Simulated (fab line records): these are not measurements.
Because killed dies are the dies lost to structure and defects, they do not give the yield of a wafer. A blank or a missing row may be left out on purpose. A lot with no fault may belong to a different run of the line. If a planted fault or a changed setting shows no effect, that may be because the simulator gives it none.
What tool caused it? :: flow nandHarc :: 18 wafers from 6 lots sampled at 5 of the route's 1302 steps

WHAT EACH GAUGE READ, for each wafer
NHARC_END_SORT_01.
lot: L528
measured: day 27 12:36
on: prober-01
killedAtArray: 677 674 676

lot: L529
measured: day 27 19:12
on: prober-02
killedAtArray: 676 676 675

WHAT TOOL EACH LOT RAN ON (gives the tool, then ch and the chambers of the sampled wafers, and finally the start)
lot: L528
NHARC_A_CHANNEL_FILL_D1_ETCHBACK_20: rieDiel-05 ch 0,1,2, day 12 11:37
NHARC_A_CHANNEL_FILL_D1_ALD_25: aldHk-02 ch 1,2,3, day 13 01:50
NHARC_A_CHANNEL_FILL_D1_ETCHBACK_08: rieDiel-04 ch 0,1,2, day 13 13:50 or earlier
NHARC_A_DECK1_JOINT_ETCHBACK_07: rieSi-04 ch 0,1,2, day 13 13:50

lot: L529
NHARC_A_CHANNEL_FILL_D1_ETCHBACK_20: rieDiel-01 ch 1,3, day 12 18:07
NHARC_A_CHANNEL_FILL_D1_ALD_25: aldHk-03 ch 0,1,2, day 13 08:30
NHARC_A_CHANNEL_FILL_D1_ETCHBACK_08: rieDiel-04 ch 0,1,3, day 13 22:39
NHARC_A_DECK1_JOINT_ETCHBACK_07: rieSi-04 ch 1,2,3, day 14 05:02

lot: L537
NHARC_A_CHANNEL_FILL_D1_ETCHBACK_20: rieDiel-05 ch 0,3, day 16 08:49
NHARC_A_CHANNEL_FILL_D1_ALD_25: aldHk-01 ch 0,3, day 16 18:28
NHARC_A_CHANNEL_FILL_D1_ETCHBACK_08: rieDiel-04 ch 0,3, day 17 05:34 or earlier
NHARC_A_DECK1_JOINT_ETCHBACK_07: rieSi-04 ch 1,2, day 17 05:34

lot: L541
NHARC_A_CHANNEL_FILL_D1_ETCHBACK_20: rieDiel-04 ch 0,1,2, day 17 19:52
NHARC_A_CHANNEL_FILL_D1_ALD_25: aldHk-03 ch 0,1,2, day 18 09:39
NHARC_A_CHANNEL_FILL_D1_ETCHBACK_08: rieDiel-04 ch 0,3, day 18 21:23 or earlier
NHARC_A_DECK1_JOINT_ETCHBACK_07: rieSi-05 ch 0,1, day 18 21:23

lot: L543
NHARC_A_CHANNEL_FILL_D1_ETCHBACK_20: rieDiel-04 ch 0,1,3, day 18 20:47
NHARC_A_CHANNEL_FILL_D1_ALD_25: aldHk-03 ch 1,2,3, day 19 11:43
NHARC_A_CHANNEL_FILL_D1_ETCHBACK_08: rieDiel-05 ch 0,1,3, day 19 22:59 or earlier
NHARC_A_DECK1_JOINT_ETCHBACK_07: rieSi-05 ch 0,2,3, day 19 22:59

lot: L545
NHARC_A_CHANNEL_FILL_D1_ETCHBACK_20: rieDiel-01 ch 0,1,3, day 19 09:14
NHARC_A_CHANNEL_FILL_D1_ALD_25: aldHk-03 ch 1,2,3, day 19 21:10
NHARC_A_CHANNEL_FILL_D1_ETCHBACK_08: rieDiel-04 ch 0,2, day 20 08:51 or earlier
NHARC_A_DECK1_JOINT_ETCHBACK_07: rieSi-06 ch 0,1, day 20 08:51
- NHARC_A_CHANNEL_FILL_D1_ETCHBACK_20: etches the open film in C4F8/O2/Ar, target depth 27 nm, time 13.5 s.
- NHARC_A_CHANNEL_FILL_D1_ALD_25: deposits SiOx, target thk 60 nm, pulse time 10 s, ald cycles 600.
- NHARC_A_CHANNEL_FILL_D1_ETCHBACK_08: etches the open film in C4F8, target depth 220 nm, time 110 s.
- NHARC_A_DECK1_JOINT_ETCHBACK_07: etches the open film in HBr, target depth 105 nm, time 26.9 s.

THE ANSWER, worked out from the rows above alone
Rule: what is usual is taken from the lots themselves. The widest of any qualifying gaps counts: lots, ordered by their means at a reading, are off when they make up no more than a third of the lots, leave a main group of 4 or more, and stand apart from it by 3 or more times the standard deviation of that group's means. A main group is skipped when, at the precision printed for the reading in the tables above, its means are all equal. A lot without any number at a reading at which 4 lots or more have one is off too. Any other lot the step has rows for is counted as sound.
Across all readings shown, no lot is off: no conclusion can be drawn from this.

WHAT THE SIMULATOR PUT IN
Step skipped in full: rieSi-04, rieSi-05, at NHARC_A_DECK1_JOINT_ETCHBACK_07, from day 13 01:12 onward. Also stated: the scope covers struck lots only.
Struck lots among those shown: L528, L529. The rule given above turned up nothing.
